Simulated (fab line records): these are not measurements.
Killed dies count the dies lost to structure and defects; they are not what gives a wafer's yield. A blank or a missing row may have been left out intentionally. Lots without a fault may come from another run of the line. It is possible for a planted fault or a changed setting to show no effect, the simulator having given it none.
8D (eight disciplines) problem report, filled in by code :: flow n5 finfet :: the parts of the form that need people (team, actions taken, sign-off) are left out

## 1. THE ISSUE
Across 4 wafers from 3 lots, HK_THK at N5_HKMG_FIN_THK_MEAS_70 averages 2.947 nm, while fault-free wafers read 1.613 nm with a standard deviation of 0.019. That puts it +70 standard deviations away from the usual mean.
The step: measures by xrf.
First observed at day 7 12:32: wafer L715.3, on film metro-01. Wafers with a number at this step in the record: 41, from 14 lots. Rule for "out" (also "out of limits"): further than 4 standard deviations from the usual mean. The other wafers with a number count as sound.

## 2. WHAT IT IS, WHAT IT ISN'T
question: which readings at this step
is: HK_THK
is not: -

question: which lots
is: L715, L716, L717
is not: L702, L703, L704, L705, L706, L707, L708, L711, L713, L714, L724

question: which wafers of those lots
is: L715.3, L715.6, L716.3, L717.6
is not: L716.2, L716.4, L717.1, L717.4

question: read on which gauges
is: film metro-01, film metro-02
is not: -

question: when
is: from day 7 12:32
is not: up to then (30 sound wafers); but 7 sound wafers of L716, L717, L724 came after

## 3. WHAT RULES OUT EACH SUSPECT
Counting: if a tool at a process step up to the reading ran every lot that is out, it stays a suspect. Sound lots after the first of them don't rule it out here, since some wafers of a struck lot are sound.
- the gauge at N5_HKMG_FIN_THK_MEAS_70: ruled out. Those wafers that are out were read across 2 gauges (film metro-01, film metro-02).
- ald hk-01 at N5_HKMG_FIN_HK_ALD_01 (deposits HfO2, target thk 1.6 nm, pulse time 3 s, purge time 3 s): kept. It processed each lot that is out (first: L715, day 7 08:42); up to then, its last sound lot is L714 (day 7 05:37).
After counting, what remains is ald hk-01 at N5_HKMG_FIN_HK_ALD_01.

## 4. THE CAUSE (what the simulator had put in)
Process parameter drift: ald hk-01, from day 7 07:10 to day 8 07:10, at N5_HKMG_FIN_HK_ALD_01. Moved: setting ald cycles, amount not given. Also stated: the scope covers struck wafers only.
This tool alone remained once counting was done.

## 5. THE CHAIN OF EFFECTS, in route order
One row per reading whose mean, taken over the struck wafers that have a number, lies over 3 standard deviations from the usual. Scope: only readings with a usual standard deviation given in the record; hours: median across lots of the time from each lot's start at the first step in this table that gives one to its start at this step; sigmas: change in usual standard deviations.
hours: 0
step: N5_HKMG_FIN_THK_MEAS_70
reading: HK_THK
usual: 1.613 nm
on struck wafers: 2.947
change: +1.334
sigmas: +70

## 6. WHAT WOULD HAVE CAUGHT IT SOONER
In this record the first reading out of limits at a measuring or inspecting step was taken at day 7 12:32, 5 hours after the fault began at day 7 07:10.
No tool reading at N5_HKMG_FIN_HK_ALD_01 that has a usual standard deviation in the record was out on any struck wafer, so an alarm limit of 4 standard deviations on those readings would not have fired.
L716, L717, from the lots that are out (3), started N5_HKMG_FIN_HK_ALD_01 on ald hk-01 later than day 7 12:32. A hold on the tool at that time would have spared those 2.
